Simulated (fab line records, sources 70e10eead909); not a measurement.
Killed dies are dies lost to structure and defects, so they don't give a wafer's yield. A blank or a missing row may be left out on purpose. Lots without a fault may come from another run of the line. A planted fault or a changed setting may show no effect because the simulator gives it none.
Tool commonality check | flow nand_harc | 12 lots, 36 wafers sampled

WHY IT WAS OPENED
At NHARC_A_CHANNEL_HOLE_D1_INSPECT_40 the reading raw_defect_count is flagged on 3 of 12 lots. Wafers without a fault read 72, standard deviation 29.
Rule: a lot is flagged when every wafer of it that has a number lies more than 4 standard deviations from that mean, or none has a number. The other lots count as sound.

lot  | measured     | on                | raw_defect_count, wafer by wafer | flag
L278 | day 9 16:30  | defect_inspect-01 | 103 121 141                      |
L280 | day 10 08:15 | defect_inspect-01 | 90 89 104                        |
L282 | day 11 03:17 | defect_inspect-02 | 39 65 41                         |
L284 | day 12 09:24 | defect_inspect-02 | 81 79 105                        |
L285 | day 12 13:40 | defect_inspect-02 | 84 97 99                         |
L287 | day 13 09:09 | defect_inspect-01 | 120 97 91                        |
L288 | day 13 15:55 | defect_inspect-01 | 1348 1276 1282                   | FLAGGED
L289 | day 14 16:46 | defect_inspect-01 | 1285 1357 1281                   | FLAGGED
L291 | day 14 20:57 | defect_inspect-02 | 1359 1296 1266                   | FLAGGED
L297 | day 17 14:39 | defect_inspect-02 | 48 73 68                         |
L298 | day 17 18:52 | defect_inspect-01 | 75 63 84                         |
L299 | day 18 13:38 | defect_inspect-02 | 45 48 46                         |
The numbers of the flagged lots are 1306 on average: +1234 against the usual, or +43 standard deviations.

WHICH TOOL RAN EACH LOT
The record holds 3 process steps before the reading, out of a route of 1302 steps. In each cell: the tool, then ch and the chambers that the sampled wafers went through, then the start.
lot  | flag    | NHARC_A_CHANNEL_HOLE_D1_ETCH_34               | NHARC_A_CHANNEL_HOLE_D1_STRIP_41   | NHARC_A_CHANNEL_HOLE_D1_ETCH_44
L278 |         | rie_diel-07 ch 0,1,3, day 9 14:49 or earlier  | rie_diel-05 ch 0,2, day 9 14:49    | rie_diel-05 ch 0,1, day 9 15:31
L280 |         | rie_diel-01 ch 2,3, day 10 07:03 or earlier   | rie_diel-01 ch 2,3, day 10 07:03   | rie_diel-01 ch 0,1,2, day 10 07:17
L282 |         | rie_diel-01 ch 0,2,3, day 11 02:05 or earlier | rie_diel-01 ch 1,2,3, day 11 02:05 | rie_diel-01 ch 0,1,2, day 11 02:18
L284 |         | rie_diel-01 ch 1,2,3, day 12 08:12 or earlier | rie_diel-01 ch 0,1, day 12 08:12   | rie_diel-01 ch 0,1,2, day 12 08:26
L285 |         | rie_diel-01 ch 2,3, day 12 12:22 or earlier   | rie_diel-05 ch 0,1,2, day 12 12:22 | rie_diel-05 ch 1,3, day 12 12:38
L287 |         | rie_diel-07 ch 0,3, day 13 07:55 or earlier   | rie_diel-01 ch 0,3, day 13 07:55   | rie_diel-01 ch 0,2,3, day 13 08:08
L288 | FLAGGED | rie_diel-01 ch 1,2,3, day 13 14:43 or earlier | rie_diel-01 ch 0,1,3, day 13 14:43 | rie_diel-01 ch 0,1,3, day 13 14:56
L289 | FLAGGED | rie_diel-07 ch 2,3, day 14 15:35 or earlier   | rie_diel-01 ch 1,2,3, day 14 15:35 | rie_diel-01 ch 1,2, day 14 15:47
L291 | FLAGGED | rie_diel-01 ch 1,2,3, day 14 19:45 or earlier | rie_diel-01 ch 1,2,3, day 14 19:45 | rie_diel-01 ch 0,2,3, day 14 19:58
L297 |         | rie_diel-07 ch 1,2,3, day 17 13:28 or earlier | rie_diel-05 ch 0,2,3, day 17 13:28 | rie_diel-05 ch 1,3, day 17 13:41
L298 |         | rie_diel-01 ch 0,2,3, day 17 17:37 or earlier | rie_diel-01 ch 0,1, day 17 17:37   | rie_diel-01 ch 0,1, day 17 17:49
L299 |         | rie_diel-07 ch 2,3, day 18 12:26 or earlier   | rie_diel-01 ch 0,1,3, day 18 12:26 | rie_diel-01 ch 0,1,3, day 18 12:39
What these steps do:
- NHARC_A_CHANNEL_HOLE_D1_ETCH_34: etches the open film in CF4/CHF3, target depth 154 nm, time 77 s.
- NHARC_A_CHANNEL_HOLE_D1_STRIP_41: strips in N2/H2.
- NHARC_A_CHANNEL_HOLE_D1_ETCH_44: etches the open film in CF4/O2, target depth 140 nm, overetch 14 nm, time 77 s.
- NHARC_A_CHANNEL_HOLE_D1_INSPECT_40

FLAGGED OVER TOTAL, TOOL BY TOOL (the gauges that took the reading come last)
step                               | tool              | lots run | flagged | share of the flagged lots | sound lots run after its first flagged lot
NHARC_A_CHANNEL_HOLE_D1_ETCH_34    | rie_diel-01       | 7        | 2       | some                      | 1 (L298)
NHARC_A_CHANNEL_HOLE_D1_ETCH_34    | rie_diel-07       | 5        | 1       | some                      | 2 (L297,L299)
NHARC_A_CHANNEL_HOLE_D1_STRIP_41   | rie_diel-01       | 9        | 3       | all                       | 2 (L298,L299)
NHARC_A_CHANNEL_HOLE_D1_STRIP_41   | rie_diel-05       | 3        | 0       | none                      | -
NHARC_A_CHANNEL_HOLE_D1_ETCH_44    | rie_diel-01       | 9        | 3       | all                       | 2 (L298,L299)
NHARC_A_CHANNEL_HOLE_D1_ETCH_44    | rie_diel-05       | 3        | 0       | none                      | -
NHARC_A_CHANNEL_HOLE_D1_INSPECT_40 | defect_inspect-01 | 6        | 2       | some                      | 1 (L298)
NHARC_A_CHANNEL_HOLE_D1_INSPECT_40 | defect_inspect-02 | 6        | 1       | some                      | 2 (L297,L299)
NHARC_A_CHANNEL_HOLE_D1_ETCH_34 gives no start for some lots, so the hours and the order of its lots are those of NHARC_A_CHANNEL_HOLE_D1_STRIP_41.

WHAT THE TABLE ALLOWS
2 rows of the table ran every flagged lot: rie_diel-01 at NHARC_A_CHANNEL_HOLE_D1_STRIP_41, rie_diel-01 at NHARC_A_CHANNEL_HOLE_D1_ETCH_44.
- rie_diel-01 at NHARC_A_CHANNEL_HOLE_D1_STRIP_41: 3 of its 9 lots flagged. Sound lots ran on it after the first flagged one (L298, L299), which a lasting fault on the whole tool wouldn't allow.
- rie_diel-01 at NHARC_A_CHANNEL_HOLE_D1_ETCH_44: 3 of its 9 lots flagged. Sound lots ran on it after the first flagged one (L298, L299), which a lasting fault on the whole tool wouldn't allow.
No row of the table ran every flagged lot and no sound lot after the first.

WHAT THE SIMULATOR HAD PUT IN
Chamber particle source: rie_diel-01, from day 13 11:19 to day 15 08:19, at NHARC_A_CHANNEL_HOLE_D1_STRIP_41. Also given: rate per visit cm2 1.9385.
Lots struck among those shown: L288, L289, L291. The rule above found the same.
